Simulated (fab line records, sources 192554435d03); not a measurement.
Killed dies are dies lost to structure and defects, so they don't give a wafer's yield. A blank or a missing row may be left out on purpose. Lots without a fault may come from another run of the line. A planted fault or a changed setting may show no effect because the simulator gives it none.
fab line records | flow n5_finfet
record lots=7 wafers=18 last_day=17
route steps=1938 shown BEOL_M8@1341 PASSIVATION@1936
lots that met no fault: from a run of the same line without faults
start_h: hours from the record's first day to the start of the lot's first wafer shown | wait_h: hours since the lot's step before | " the same as in the row above | L1.1+2: a row that stands for several wafers | - no value, or no start given | * or withheld: withheld | < > ~ a bound
route shown NAME@n: a module of which the file shows steps, and the number in the route of the first | usual: mean/standard deviation of fault-free wafers | same: alike in all rows | chamber/n: place in a boat | sites: the reading at each site | _std_site: their standard deviation | _edge_site: outer sites' mean less inner sites' | radius_mm: how far each site lies from the wafer's centre | mask NAME#n: copy n | behind: the tool/chamber that last shaped the wafer | hold: why the lot was held/for how many hours/how that ended | device: the transistor (n, p or np) that didn't switch | end of line: the same wafers' tests at the end of the route | a step without rows: its recipe alone | killed: dies lost to structure and defects at the first sort, not the wafer's yield | map: a wafer's dies, x killed, . not, _ none there
set.NAME: the setting as run; set.NAME@STEP: as run at that earlier step | model.NAME: the simulator's own value behind a step, which no gauge read
lots at some steps of the route; a table a step, a row a wafer
services: from which hour (start_h, from the record's first day; less than 0 if before it) a tool's chamber was out of use, for how many hours, and why
## steps
# step N5_BEOL_M8_SOFTBAKE_06
# recipe temp_c=110 time_s=60 resist=CAR-ArF
# step N5_BEOL_M8_EXPOSE_08
# recipe mask_id=M8 na=1.35 source_shape=dipole sigma_inner=0.817 sigma_outer=0.97 polarization=te dose_mj=68.25
# step N5_BEOL_M8_PEB_09
# recipe peb_temp_c=withheld peb_time_s=60 resist=CAR-ArF
# step N5_BEOL_M8_DEVELOP_10
# recipe develop_time_s=30 developer=TMAH resist=CAR-ArF rinse_liquid=diw dry=air_spin dev_temp_c=23
# step N5_BEOL_M8_CD_MEAS_11
# recipe target_cd_nm=38.5 landing_energy_ev=500 detector=se_inlens polarity=opening
# usual cd_nm=38.7/0.44
# columns lot.wafer tool chamber start_h wait_h cd_nm
L950.1 cd_sem-01 0 222.05 - 38.4
L950.3 " 0 " " 38.2
L950.6 " 0 " " 39.0
L951.1 cd_sem-02 0 227.71 - 38.4
L951.2 " 0 " " 38.7
L951.5 " 0 " " 39.0
L954.2 cd_sem-01 0 241.04 - 37.7
L954.3 " 0 " " 38.2
L957.1 cd_sem-03 0 262.25 - 38.5
L957.3 " 0 " " 38.7
L956.2 cd_sem-02 0 282.64 - 39.0
L956.3 " 0 " " 39.3
L966.1 cd_sem-03 0 319.69 - 39.6
L966.2 " 0 " " 39.7
L966.3 " 0 " " 39.0
L968.3 cd_sem-01 0 327.22 - 38.8
L968.5 " 0 " " 38.8
L968.6 " 0 " " 38.7
# step N5_BEOL_M8_OVL_MEAS_12
# recipe points_per_wafer=44
# usual M8_OVL=0.1/0.85
# same points_per_wafer=44
# columns lot.wafer tool chamber start_h wait_h M8_OVL[nm]
L950.1 overlay-02 0 222.08 0.0 -0.1
L950.3 " 0 " " -0.2
L950.6 " 0 " " 1.5
L951.1 overlay-01 0 227.74 0.0 0.2
L951.2 " 0 " " 1.3
L951.5 " 0 " " -0.3
L954.2 overlay-02 0 241.07 0.0 0.5
L954.3 " 0 " " -0.7
L957.1 overlay-02 0 262.28 0.0 0.2
L957.3 " 0 " " 0.4
L956.2 overlay-02 0 282.67 0.0 0.7
L956.3 " 0 " " 0.2
L966.1 overlay-01 0 319.72 0.0 0.7
L966.2 " 0 " " 0.7
L966.3 " 0 " " -0.8
L968.3 overlay-02 0 327.24 0.0 0.5
L968.5 " 0 " " -0.5
L968.6 " 0 " " 0.1
# step N5_BEOL_M8_INSPECT_13
# recipe mode=adi inspect_instrument=brightfield
# usual raw_defect_count=404/80
# columns lot.wafer tool chamber start_h wait_h raw_defect_count
L950.1 defect_inspect-02 - 222.10 0.0 451
L950.3 " - " " 366
L950.6 " - " " 377
L951.1 defect_inspect-02 - 227.76 0.0 391
L951.2 " - " " 341
L951.5 " - " " 300
L954.2 defect_inspect-01 - 241.10 0.0 367
L954.3 " - " " 383
L957.1 defect_inspect-01 - 262.31 0.0 350
L957.3 " - " " 568
L956.2 defect_inspect-02 - 282.69 0.0 490
L956.3 " - " " 616
L966.1 defect_inspect-02 - 319.74 0.0 388
L966.2 " - " " 500
L966.3 " - " " 415
L968.3 defect_inspect-01 - 327.27 0.0 281
L968.5 " - " " 338
L968.6 " - " " 335
# step N5_BEOL_M8_DESCUM_16
# recipe chemistry=O2 time_s=7.9 source_power_w=50 bias_power_w=20 pressure_mtorr=20 rf_frequency_hz=2.712e+07 temp_c=40 resist=CAR-ArF o2_flow_sccm=225
# usual drypump_motor_current_A=5.5/0.36 o2_flow_sccm=225.1/0.65 oes_product_au=0.75/0.079 rf_vpp_V=242.8/1.6 showerhead_plenum_p_Torr=2.07/0.088 throttle_valve_pct=20.38/0.13
# same time_s=7.9
# columns lot.wafer tool chamber start_h wait_h drypump_motor_current_A o2_flow_sccm oes_product_au rf_hours_counter_h rf_vpp_V showerhead_plenum_p_Torr throttle_valve_pct
L950.1 rie_diel-05 2 223.55 1.4 5.9 225.6 0.69 214 243.9 2.17 20.43
L950.3 " 3 " " 5.7 225.5 0.87 34 244.1 2.20 20.19
L950.6 " 1 " " 5.5 227.1 0.73 - 240.0 1.97 20.40
L951.1 rie_diel-04 3 228.30 0.5 5.6 223.5 0.69 205 240.0 1.97 20.30
L951.2 " 1 " " 5.3 224.7 0.70 227 241.7 2.14 20.56
L951.5 " 3 " " 5.7 224.5 0.69 - 242.6 1.97 20.31
L954.2 rie_diel-02 0 241.35 0.3 5.6 224.4 0.69 223 240.0 1.98 20.45
L954.3 " 2 " " 5.9 225.6 0.70 223 243.5 2.14 20.50
L957.1 rie_diel-04 0 262.34 0.0 5.9 225.5 0.67 222 240.5 1.96 20.54
L957.3 " 2 " " 4.8 225.0 0.84 67 243.2 2.04 20.40
L956.2 rie_diel-04 0 282.86 0.2 5.8 224.5 0.68 228 243.3 1.96 20.53
L956.3 " 1 " " 5.3 224.7 0.69 248 245.0 2.14 20.59
L966.1 rie_diel-02 0 319.80 0.1 5.7 225.6 0.67 250 241.3 1.97 20.48
L966.2 " 2 " " 5.9 225.3 0.68 250 244.1 2.13 20.53
L966.3 " 1 " " 5.0 225.2 0.81 84 243.3 2.13 20.32
L968.3 rie_diel-04 3 327.38 0.1 5.6 226.1 0.67 246 241.0 1.95 20.37
L968.5 " 3 " " 5.6 225.2 0.66 - 240.9 1.95 20.35
L968.6 " 2 " " 4.8 225.9 0.81 - 242.0 2.03 20.46
# step N5_BEOL_M8_ETCH_61
# recipe chemistry=CF4 target=SiARC target_depth_a=455 mask_material=CAR-ArF time_s=75.8 ion_energy_ev=80 pressure_mtorr=40 source_w=545 bias_w=36 Ar_flow_sccm=100 cf4_flow_sccm=100 ends=cleared
# usual drypump_motor_current_A=5.5/0.37 etch_rf_on_time_s=76.6/1.3 oes_product_au=0.64/0.066 rf_vpp_V=183.9/1.2 showerhead_plenum_p_Torr=2.13/0.081 throttle_valve_pct=15.65/0.18
# columns lot.wafer tool chamber start_h wait_h drypump_motor_current_A etch_rf_on_time_s oes_product_au rf_hours_counter_h rf_vpp_V showerhead_plenum_p_Torr throttle_valve_pct
L950.1 rie_diel-05 2 223.59 0.0 5.9 75.3 0.61 214 185.6 2.21 15.64
L950.3 " 3 " " 5.7 78.5 0.74 34 186.0 2.26 15.45
L950.6 " 1 " " 5.5 77.0 0.62 - 181.5 2.05 15.80
L951.1 rie_diel-04 3 228.34 0.0 5.6 77.8 0.59 205 182.7 2.04 15.68
L951.2 " 1 " " 5.3 75.8 0.59 227 184.7 2.20 15.89
L951.5 " 3 " " 5.6 77.8 0.58 - 181.9 2.04 15.70
L954.2 rie_diel-02 0 241.39 0.0 5.7 77.3 0.59 223 184.7 2.03 15.71
L954.3 " 2 " " 5.9 74.6 0.60 223 186.0 2.20 15.86
L957.1 rie_diel-04 0 262.37 0.0 5.9 77.0 0.57 222 182.3 2.04 15.86
L957.3 " 2 " " 4.8 75.8 0.72 67 182.7 2.09 15.51
L956.2 rie_diel-04 0 282.90 0.0 5.8 77.6 0.57 228 183.2 2.04 15.89
L956.3 " 1 " " 5.3 77.5 0.58 248 184.4 2.20 15.91
L966.1 rie_diel-02 0 319.83 0.0 5.6 77.8 0.57 250 183.2 2.03 15.75
L966.2 " 2 " " 5.9 74.9 0.59 250 185.2 2.19 15.93
L966.3 " 1 " " 5.0 76.8 0.68 84 185.2 2.17 15.46
L968.3 rie_diel-04 3 327.42 0.0 5.6 77.6 0.57 246 181.7 2.02 15.76
L968.5 " 3 " " 5.6 77.0 0.56 - 182.1 2.02 15.77
L968.6 " 2 " " 4.8 76.5 0.69 - 184.2 2.08 15.57
# step N5_BEOL_M8_ETCH_62
# recipe chemistry=N2/H2 target=SOC target_depth_a=1100 overetch_a=220 mask_material=SiARC temp_c=40 time_s=165 ion_energy_ev=200 pressure_mtorr=30 source_w=840 bias_w=150 n2_flow_sccm=200 h2_flow_sccm=200
# usual drypump_motor_current_A=5.5/0.37 n2_flow_sccm=200.0/0.62 oes_product_au=0.64/0.063 rf_vpp_V=523.4/2.9 showerhead_plenum_p_Torr=2.52/0.1 throttle_valve_pct=17.84/0.22
# same time_s=165
# columns lot.wafer tool chamber start_h wait_h drypump_motor_current_A n2_flow_sccm oes_product_au rf_hours_counter_h rf_vpp_V showerhead_plenum_p_Torr throttle_valve_pct
L950.1 rie_diel-05 2 223.64 0.0 5.9 200.5 0.59 215 526.2 2.63 17.88
L950.3 " 3 " " 5.7 199.2 0.74 34 527.3 2.70 17.71
L950.6 " 1 " " 5.6 200.0 0.62 - 520.2 2.42 18.03
L951.1 rie_diel-04 3 228.40 0.0 5.6 200.0 0.59 205 520.9 2.42 17.86
L951.2 " 1 " " 5.3 199.6 0.59 227 524.6 2.60 17.96
L951.5 " 3 " " 5.6 200.4 0.59 - 520.3 2.42 17.86
L954.2 rie_diel-02 0 241.44 0.0 5.7 200.3 0.59 223 520.8 2.43 18.14
L954.3 " 2 " " 5.9 201.4 0.59 223 525.6 2.63 18.06
L957.1 rie_diel-04 0 262.43 0.0 5.9 200.1 0.58 222 520.8 2.41 18.05
L957.3 " 2 " " 4.8 200.2 0.71 67 520.4 2.46 17.62
L956.2 rie_diel-04 0 282.95 0.0 5.9 200.5 0.58 228 520.5 2.41 18.07
L956.3 " 1 " " 5.3 200.0 0.58 248 523.5 2.59 18.01
L966.1 rie_diel-02 0 319.89 0.0 5.7 200.5 0.57 250 521.3 2.42 18.18
L966.2 " 2 " " 5.9 200.5 0.58 250 527.3 2.62 18.11
L966.3 " 1 " " 5.0 200.1 0.68 84 525.0 2.57 17.54
L968.3 rie_diel-04 3 327.47 0.0 5.6 200.2 0.57 246 520.3 2.40 17.92
L968.5 " 3 " " 5.6 199.2 0.57 - 520.2 2.40 17.94
L968.6 " 2 " " 4.8 199.8 0.69 - 521.0 2.45 17.67
# step N5_BEOL_M8_STRIP_68
# recipe chemistry=N2/H2 temp_c=40 n2_flow_sccm=200 h2_flow_sccm=200 rf_frequency_hz=6e+07
# step N5_BEOL_M8_STRIP_67
# recipe chemistry=CF4 resist=SiARC power_w=300 bias_power_w=75 pressure_mtorr=50 cf4_flow_sccm=150 rf_frequency_hz=6e+07
# usual drypump_motor_current_A=5.5/0.37 oes_product_au=0.75/0.074 rf_vpp_V=270.7/1.8 showerhead_plenum_p_Torr=1.79/0.068 throttle_valve_pct=13.64/0.19
# columns lot.wafer tool chamber start_h wait_h drypump_motor_current_A oes_product_au rf_hours_counter_h rf_vpp_V showerhead_plenum_p_Torr throttle_valve_pct
L950.1 rie_diel-05 2 223.79 0.0 5.9 0.70 215 271.8 1.85 13.65
L950.3 " 3 " " 5.7 0.87 34 275.2 1.89 13.37
L950.6 " 1 " " 5.5 0.72 - 268.6 1.72 13.77
L951.1 rie_diel-04 3 228.54 0.0 5.6 0.70 205 268.9 1.71 13.72
L951.2 " 1 " " 5.3 0.70 227 271.1 1.84 13.86
L951.5 " 3 " " 5.6 0.69 - 271.1 1.71 13.71
L954.2 rie_diel-02 0 241.59 0.0 5.6 0.70 223 268.2 1.70 13.70
L954.3 " 2 " " 5.9 0.70 223 272.9 1.84 13.85
L957.1 rie_diel-04 0 262.58 0.0 5.9 0.69 222 269.8 1.71 13.88
L957.3 " 2 " " 4.8 0.84 67 270.0 1.75 13.48
L956.2 rie_diel-04 0 283.10 0.0 5.9 0.68 228 269.7 1.71 13.88
L956.3 " 1 " " 5.3 0.69 248 271.9 1.83 13.92
L966.1 rie_diel-02 0 320.03 0.0 5.6 0.67 250 267.6 1.69 13.75
L966.2 " 2 " " 5.9 0.69 250 271.5 1.83 13.93
L966.3 " 1 " " 5.0 0.80 84 271.3 1.82 13.39
L968.3 rie_diel-04 3 327.62 0.0 5.6 0.66 246 270.0 1.70 13.82
L968.5 " 3 " " 5.6 0.67 - 269.3 1.70 13.81
L968.6 " 2 " " 4.8 0.80 - 269.0 1.74 13.55
# step N5_BEOL_M8_HM_OPEN_17
# recipe chemistry=Cl2/BCl3 target_depth_a=200 overetch_a=60 target=TiN mask_material=SOC ion_energy_ev=150 pressure_mtorr=10 icp_w=1000 bias_w=126 Cl2_flow_sccm=53.25 bcl3_flow_sccm=21.75 Ar_flow_sccm=25
# usual drypump_motor_current_A=5.8/0.36 oes_product_au=0.67/0.097 throttle_valve_pct=22.28/0.24
# columns lot.wafer tool chamber start_h wait_h drypump_motor_current_A oes_product_au rf_hours_counter_h throttle_valve_pct model.SOC_of_BEOL_M8_COAT_59.thk_nm
L950.1 rie_metal-02 1 223.83 0.0 5.5 0.59 89 22.49 92.2
L950.3 " 0 " " 6.1 0.77 - 22.03 92.4
L950.6 " 1 " " 5.5 0.58 - 22.50 92.2
L951.1 rie_metal-03 1 228.58 0.0 6.0 0.53 123 22.17 91.8
L951.2 " 0 " " 6.0 0.69 29 22.53 91.4
L951.5 " 1 " " 6.0 0.52 - 22.17 91.6
L954.2 rie_metal-02 1 241.63 0.0 5.5 0.59 90 22.48 92
L954.3 " 0 " " 6.1 0.76 - 22.01 87
L957.1 rie_metal-02 0 262.62 0.0 6.1 0.76 16 22.03 92.2
L957.3 " 1 " " 5.5 0.58 - 22.47 87.8
L956.2 rie_metal-02 1 283.14 0.0 5.5 0.58 95 22.50 92.2
L956.3 " 1 " " 5.5 0.58 - 22.51 87.4
L966.1 rie_metal-01 0 320.07 0.0 4.9 0.79 4 22.02 92.2
L966.2 " 1 " " 6.0 0.55 104 22.46 92.6
L966.3 " 0 " " 4.9 0.80 - 22.01 92.2
L968.3 rie_metal-01 0 327.69 0.1 4.9 0.78 - 22.04 92
L968.5 " 1 " " 6.0 0.56 - 22.45 92.4
L968.6 " 0 " " 4.9 0.78 - 22.04 91.6
# step N5_BEOL_M8_STRIP_19
# recipe chemistry=O2 power_w=400 temp_c=40 pressure_mtorr=30 rf_frequency_hz=6e+07 bias_power_w=0 overash_fraction=0.2 o2_flow_sccm=225
# usual drypump_motor_current_A=5.4/0.38 o2_flow_sccm=225.1/0.66 oes_product_au=0.76/0.084 rf_vpp_V=3.6/0.67 showerhead_plenum_p_Torr=2.07/0.079 throttle_valve_pct=16.68/0.15
# same overash_fraction=0.2
# columns lot.wafer tool chamber start_h wait_h drypump_motor_current_A o2_flow_sccm oes_product_au rf_hours_counter_h rf_vpp_V showerhead_plenum_p_Torr throttle_valve_pct
L950.1 rie_diel-02 1 224.87 1.0 5.0 224.4 0.84 49 3.5 2.15 16.47
L950.3 " 0 " " 5.6 223.9 0.70 215 3.5 1.98 16.71
L950.6 " 2 " " 5.9 225.3 0.70 - 3.4 2.15 16.82
L951.1 rie_diel-02 0 228.70 0.1 5.6 226.1 0.70 217 3.1 1.98 16.74
L951.2 " 1 " " 5.0 225.0 0.84 50 3.9 2.15 16.46
L951.5 " 2 " " 5.9 225.5 0.70 - 3.5 2.15 16.84
L954.2 rie_diel-04 3 241.92 0.3 5.6 225.5 0.68 212 3.9 1.97 16.63
L954.3 " 0 " " 5.9 224.7 0.69 215 3.1 1.97 16.76
L957.1 rie_diel-04 3 262.73 0.1 5.7 224.5 0.69 219 3.1 1.97 16.65
L957.3 " 1 " " 5.3 224.4 0.69 241 3.4 2.14 16.89
L956.2 rie_diel-02 1 283.25 0.1 5.0 225.9 0.81 70 4.6 2.14 16.49
L956.3 " 3 " " 5.4 225.1 0.86 74 3.9 2.12 16.56
L966.1 rie_diel-02 0 320.19 0.1 5.6 225.4 0.67 250 3.6 1.97 16.78
L966.2 " 1 " " 5.0 224.3 0.79 84 5.2 2.13 16.52
L966.3 " 2 " " 5.9 224.7 0.68 251 4.1 2.14 16.89
L968.3 rie_diel-04 3 327.77 0.1 5.6 225.0 0.67 246 3.7 1.96 16.73
L968.5 " 1 " " 5.3 225.6 0.95 - 5.0 2.14 16.48
L968.6 " 2 " " 4.8 225.1 0.82 - 3.9 2.04 16.68
# step N5_PASSIVATION_PROBE_49
# usual defect_limited_yield=91.7/1.5 killed_at_M0_to_M3=32/9.6 killed_at_M4_up=13/5.3 killed_at_contacts=12/6.8 killed_at_front_end=36/9.8 killed_at_other=4/3.1 killed_dies=98/17 killed_open=65/13 killed_short=32/8.5 sort_bin_5_function=4.9/0.93 sort_bin_6_memory=3.2/0.67 sort_bin_8_speed=0.00/0.02 sort_n_pass=1082/17 sort_yield_pct=91.7/1.4
# same gross_dies=1180 killed_at_back_side=0 sort_bin_4_leakage[%]=0
# columns lot.wafer tool chamber start_h wait_h defect_limited_yield[%] killed_at_M0_to_M3 killed_at_M4_up killed_at_contacts killed_at_front_end killed_at_other killed_dies killed_open killed_short sort_bin_5_function[%] sort_bin_6_memory[%] sort_bin_8_speed[%] sort_n_pass sort_yield_pct[%]
L950.1 prober-01 - 293.15 0.0 91.8 33 17 9 36 2 97 60 35 4.9 3.1 0 1083 91.8
L950.3 prober-01 - 293.25 0.1 91.3 33 19 6 44 1 103 75 24 5.4 2.9 0 1077 91.3
L950.6 prober-01 - 293.40 0.3 93.5 24 15 11 25 2 77 57 18 4.2 2.0 0 1103 93.5
L951.1 prober-01 - 294.63 0.0 93.8 17 16 13 25 2 73 55 16 3.3 2.5 0 1107 93.8
L951.2 prober-01 - 294.68 0.1 93.1 33 13 15 16 5 82 60 22 4.6 2.0 0 1098 93.1
L951.5 prober-01 - 294.83 0.2 94.4 26 16 2 15 7 66 41 22 3.2 2.1 0 1114 94.4
L954.2 prober-02 - 309.93 0.1 88.5 44 12 39 40 1 136 102 33 7.2 4.2 0 1044 88.5
L954.3 prober-02 - 309.98 0.1 91.1 37 17 16 31 4 105 72 32 5.0 3.6 0 1075 91.1
L966.1 prober-02 - 391.95 0.0 88.4 43 12 33 39 10 137 92 40 7.1 4.2 0 1043 88.4
L966.2 prober-02 - 392.00 0.1 91.0 33 6 22 43 2 106 77 29 5.3 3.4 0 1074 91.0
L966.3 prober-02 - 392.05 0.1 91.8 36 9 23 27 2 97 62 35 4.7 3.4 0 1083 91.8
# killed by level:class
L950.1 BEOL_M2:geometric_particle:open=10 FIN_SAQP:geometric_particle:open=8 BEOL_M3:geometric_particle:open=7 FIN_SAQP:geometric_particle:short=6 BEOL_M4:geometric_particle:open=6 MOL_CONTACT_COAG:geometric_particle:open=6 GATE_CUT:geometric_particle:short=5 GATE_CUT:geometric_particle:open=5
L950.3 FIN_SAQP:geometric_particle:open=11 BEOL_M4:geometric_particle:open=10 BEOL_M3:geometric_particle:open=9 GATE_CUT:geometric_particle:open=8 BEOL_M2:geometric_particle:open=7 FIN_SAQP:geometric_particle:short=6 DUMMY_GATE:geometric_particle:open=4 MOL_CONTACT_COAG:geometric_particle:open=4
L950.6 MOL_CONTACT_COAG:geometric_particle:open=8 FIN_SAQP:geometric_particle:open=6 BEOL_M2:geometric_particle:open=6 BEOL_M3:geometric_particle:open=5 BEOL_M4:geometric_particle:open=5 STI_FIN_REVEAL:geometric_particle:open=4 GATE_CUT:geometric_particle:short=4 BEOL_M1:geometric_particle:open=4
L951.1 MOL_CONTACT_COAG:geometric_particle:open=10 STI_FIN_REVEAL:geometric_particle:open=9 BEOL_M4:geometric_particle:open=8 BEOL_M2:geometric_particle:open=5 STARTING-WAFER:geometric_particle:open=4 FIN_SAQP:geometric_particle:open=3 FIN_SAQP:geometric_particle:short=3 MOL_CONTACT_COAG:geometric_particle:short=3
L951.2 MOL_CONTACT_COAG:geometric_particle:open=13 BEOL_M2:geometric_particle:open=10 STI_FIN_REVEAL:geometric_particle:open=7 BEOL_M0_SAQP:geometric_particle:short=6 BEOL_M1:geometric_particle:open=6 BEOL_M0_SAQP:geometric_particle:open=5 BEOL_M6:geometric_particle:open=4 BEOL_M4:geometric_particle:open=3
L951.5 BEOL_M2:geometric_particle:open=8 BEOL_M1:geometric_particle:open=6 STI_FIN_REVEAL:geometric_particle:open=4 BEOL_M0_SAQP:geometric_particle:short=3 BEOL_M3:geometric_particle:open=3 BEOL_M4:geometric_particle:open=3 BEOL_M5:geometric_particle:open=3 STARTING-WAFER:geometric_particle:short=3
L954.2 MOL_CONTACT_COAG:geometric_particle:open=32 BEOL_M2:geometric_particle:open=12 BEOL_M0_SAQP:geometric_particle:open=10 FIN_SAQP:geometric_particle:short=9 BEOL_M0_SAQP:geometric_particle:short=8 FIN_SAQP:geometric_particle:open=7 STI_FIN_REVEAL:geometric_particle:open=7 MOL_CONTACT_COAG:geometric_particle:short=7
L954.3 MOL_CONTACT_COAG:geometric_particle:open=14 BEOL_M2:geometric_particle:open=11 BEOL_M0:geometric_particle:open=8 DUMMY_GATE:geometric_particle:open=7 BEOL_M0_SAQP:geometric_particle:short=7 STI_FIN_REVEAL:geometric_particle:open=5 BEOL_M3:geometric_particle:open=4 BEOL_M4:geometric_particle:open=4
L966.1 MOL_CONTACT_COAG:geometric_particle:open=20 STI_FIN_REVEAL:geometric_particle:open=17 BEOL_M3:geometric_particle:open=12 BEOL_M2:geometric_particle:open=10 MOL_CONTACT_COAG:geometric_particle:short=10 BEOL_M0_SAQP:geometric_particle:short=6 BEOL_M0_SAQP:geometric_particle:open=6 FIN_SAQP:geometric_particle:open=5
L966.2 MOL_CONTACT_COAG:geometric_particle:open=19 STI_FIN_REVEAL:geometric_particle:open=16 FIN_SAQP:geometric_particle:short=9 BEOL_M3:geometric_particle:open=9 BEOL_M2:geometric_particle:open=6 BEOL_M2:geometric_particle:short=5 BEOL_M0_SAQP:geometric_particle:open=5 BEOL_M4:geometric_particle:open=4
L966.3 MOL_CONTACT_COAG:geometric_particle:open=18 BEOL_M1:geometric_particle:open=8 FIN_SAQP:geometric_particle:open=6 GATE_CUT:geometric_particle:short=6 BEOL_M0_SAQP:geometric_particle:short=6 MOL_CONTACT_COAG:geometric_particle:short=5 BEOL_M2:geometric_particle:open=5 BEOL_M3:geometric_particle:open=5
## services
# columns tool chamber start_h hours kind
rie_diel-04 - 212.45 14.6 pm
rie_diel-05 0 213.96 11.5 repair
rie_diel-05 - 227.23 15.6 pm
rie_metal-03 1 243.22 - clean
rie_metal-03 1 243.22 25.3 scheduled_down
rie_metal-03 1 243.22 25.3 vent_cycle
rie_metal-03 - 245.41 2.8 pm
rie_metal-01 0 247.21 - clean
rie_metal-01 0 247.21 23.1 scheduled_down
rie_metal-01 0 247.21 23.1 vent_cycle
rie_diel-05 1 253.43 2.5 repair
rie_diel-02 - 273.16 0.6 repair
rie_diel-05 - 278.82 0.5 repair
rie_diel-05 2 282.21 3.3 repair
rie_diel-04 1 289.29 - clean
rie_diel-04 1 289.29 - consumable_replace:focus_ring
rie_diel-04 1 289.29 17.8 scheduled_down
rie_diel-04 1 289.29 17.8 vent_cycle
rie_metal-03 1 308.49 1.2 repair
rie_diel-02 3 310.74 16.3 repair
rie_diel-02 2 327.39 - clean
rie_diel-02 2 327.39 - consumable_replace:focus_ring
rie_diel-02 2 327.39 35.9 scheduled_down
rie_diel-02 2 327.39 35.9 vent_cycle
## key
first_sign none at tools or gauges
model_effect step=N5_BEOL_M8_HM_OPEN_17 value=SOC_of_BEOL_M8_COAT_59.thk_nm without=92.13 struck=87.4
met_at N5_BEOL_M8_HM_OPEN_17
struck_wafers L954.3,L956.3,L957.3
onset_between 223.83 241.63
fault kind=process_parameter_drift tool=rie_metal-02 chamber=- onset_h=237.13 steps=N5_BEOL_M8_HM_OPEN_17 channel=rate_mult offset=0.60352 shape=step end_h=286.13 scope=struck_wafers_only
